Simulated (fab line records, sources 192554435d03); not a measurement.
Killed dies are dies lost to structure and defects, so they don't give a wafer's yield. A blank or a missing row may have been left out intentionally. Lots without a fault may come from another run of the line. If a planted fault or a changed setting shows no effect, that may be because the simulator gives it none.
Split-lot trial ; flow n5Finfet ; 39 wafers read from 7 lots, route of 1938 steps

## ON THE SPLIT
At N5_SD_EPI_N_EXPOSE_06 (exposes mask SD N BLK, target cd 120 nm), the setting doseMj was moved away from the recipe's 39.75 on 15 of the 39 wafers read, by -6.7% to +6.4%. All remaining wafers had this setting at the recipe value.

## FROM THE SPLIT TO THE READING: what the file shows between them, 2 steps
- N5_SD_EPI_N_PEB_07: peb time 60 s
- N5_SD_EPI_N_DEVELOP_08: develop time 30 s

## THE READING
Shown in nm: cdNm at N5_SD_EPI_N_CD_MEAS_09, with target cd 120 nm. Fault-free wafers of this fab line usually give 120.2 nm, standard deviation 0.52 nm.

wafer;tool, chamber at the split;doseMj as run;against the recipe;cdNm, nm;against lot-mates on the recipe
L076.1;arfiScanner-02, 0;39.75;recipe;120.3;-
L076.2;arfiScanner-02, 0;37.07;-6.7%;115.3;-5.3
L076.3;arfiScanner-02, 0;37.07;-6.7%;115.6;-5.0
L076.4;arfiScanner-02, 0;37.07;-6.7%;115.3;-5.3
L076.5;arfiScanner-02, 0;39.75;recipe;121.0;-
L076.6;arfiScanner-02, 0;39.75;recipe;120.5;-
L080.1;arfiScanner-02, 0;39.75;recipe;119.7;-
L080.2;arfiScanner-02, 0;42.28;+6.4%;124.6;+4.9
L080.3;arfiScanner-02, 0;39.75;recipe;119.1;-
L080.4;arfiScanner-02, 0;42.28;+6.4%;123.8;+4.1
L080.5;arfiScanner-02, 0;39.75;recipe;120.2;-
L080.6;arfiScanner-02, 0;42.28;+6.4%;124.2;+4.5
L085.2;arfiScanner-03, 0;39.75;recipe;120.2;-
L085.3;arfiScanner-03, 0;39.75;recipe;119.9;-
L085.5;arfiScanner-03, 0;39.75;recipe;119.6;-
L087.1;arfiScanner-01, 0;39.75;recipe;119.9;-
L087.2;arfiScanner-01, 0;39.75;recipe;119.3;-
L087.3;arfiScanner-01, 0;39.75;recipe;119.8;-
L087.4;arfiScanner-01, 0;39.75;recipe;119.9;-
L087.5;arfiScanner-01, 0;39.75;recipe;120.2;-
L087.6;arfiScanner-01, 0;39.75;recipe;120.1;-
L088.1;arfiScanner-01, 0;39.75;recipe;119.9;-
L088.2;arfiScanner-01, 0;40.61;+2.2%;121.9;+1.6
L088.3;arfiScanner-01, 0;39.75;recipe;120.7;-
L088.4;arfiScanner-01, 0;39.75;recipe;120.2;-
L088.5;arfiScanner-01, 0;40.61;+2.2%;121.4;+1.1
L088.6;arfiScanner-01, 0;40.61;+2.2%;121.9;+1.6
L091.1;arfiScanner-01, 0;41.49;+4.4%;123.0;+2.5
L091.2;arfiScanner-01, 0;39.75;recipe;120.6;-
L091.3;arfiScanner-01, 0;41.49;+4.4%;123.1;+2.6
L091.4;arfiScanner-01, 0;39.75;recipe;120.2;-
L091.5;arfiScanner-01, 0;41.49;+4.4%;123.1;+2.6
L091.6;arfiScanner-01, 0;39.75;recipe;120.8;-
L096.1;arfiScanner-02, 0;37.72;-5.1%;117.4;-3.1
L096.2;arfiScanner-02, 0;39.75;recipe;120.3;-
L096.3;arfiScanner-02, 0;39.75;recipe;120.4;-
L096.4;arfiScanner-02, 0;37.72;-5.1%;117.8;-2.7
L096.5;arfiScanner-02, 0;39.75;recipe;120.7;-
L096.6;arfiScanner-02, 0;37.72;-5.1%;117.2;-3.3

FIT RESULTS
A straight line over all 39 wafers: cdNm changes by +0.645 nm for each +1% of doseMj; r = +0.98; the points scatter about the line by 0.45 nm.
The same after taking each lot's own level away (the mean of its wafers on the recipe; 39 wafers): +0.688 nm for each +1%; r = +0.99; scatter 0.38 nm.
That fit puts the effect of the largest move of doseMj on the reading at 4.6 nm.
The lots' own levels span 119.67 to 120.60 nm, that is 1.8 times the standard deviation above.
Consequently the slope shifts little with the lot-to-lot level, the two slopes agreeing.
Check: -4.57 nm against its lot-mates is what the line predicts for one of the wafers moved furthest among these (-6.7%) when that wafer is left out of the fit. It came out at -5.3 nm against them.

## OTHER SPLITS APPLIED TO THESE WAFERS
Other splits were also applied to these wafers ahead of the reading. Each is held against what the fit with the lots' levels taken away leaves over:
other split on the same wafers;wafers away from the commonest value;r with cdNm (lot level and that fit taken away)
N5_FIN_SAQP_FIN_ETCH_36 icpW;12;-0.25
N5_DUMMY_GATE_ETCH_44 targetDepthA;18;+0.06
N5_DUMMY_GATE_ETCH_42 biasW;12;+0.01

## THE WHOLE CHAIN: every reading that the file lists as answering this split, in the file's order
step;what it does;reading;change (the file's fit);r (the file's)
N5_SD_EPI_N_CD_MEAS_09;target cd 120 nm;cdNm;+0.69 nm for each +1% of the setting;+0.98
N5_SD_EPI_N_DESCUM_14;chemistry O2, time 7.9 s;SD_EPI_N.cdNm (the simulator's own value, which no gauge read);+0.676 nm for each +1% of the setting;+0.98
N5_SD_EPI_N_ETCH_34;etches SiARC in CF4, target depth 45.5 nm, time 75.8 s;SD_EPI_N.cdNm (the simulator's own value, which no gauge read);+0.67 nm for each +1% of the setting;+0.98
N5_SD_EPI_N_ETCH_35;etches SOC in N2/H2, overetch 108 nm, time 486 s;SD_EPI_N.cdNm (the simulator's own value, which no gauge read);+0.625 nm for each +1% of the setting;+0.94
N5_SD_EPI_N_ETCH_45;etches SiOCN in CH3F/O2, target depth 6 nm;SD_EPI_N.cdNm (the simulator's own value, which no gauge read);+0.631 nm for each +1% of the setting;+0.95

## FILE'S OWN FIT
cdNm changes by +0.69 nm for each +1% of doseMj, r = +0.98.
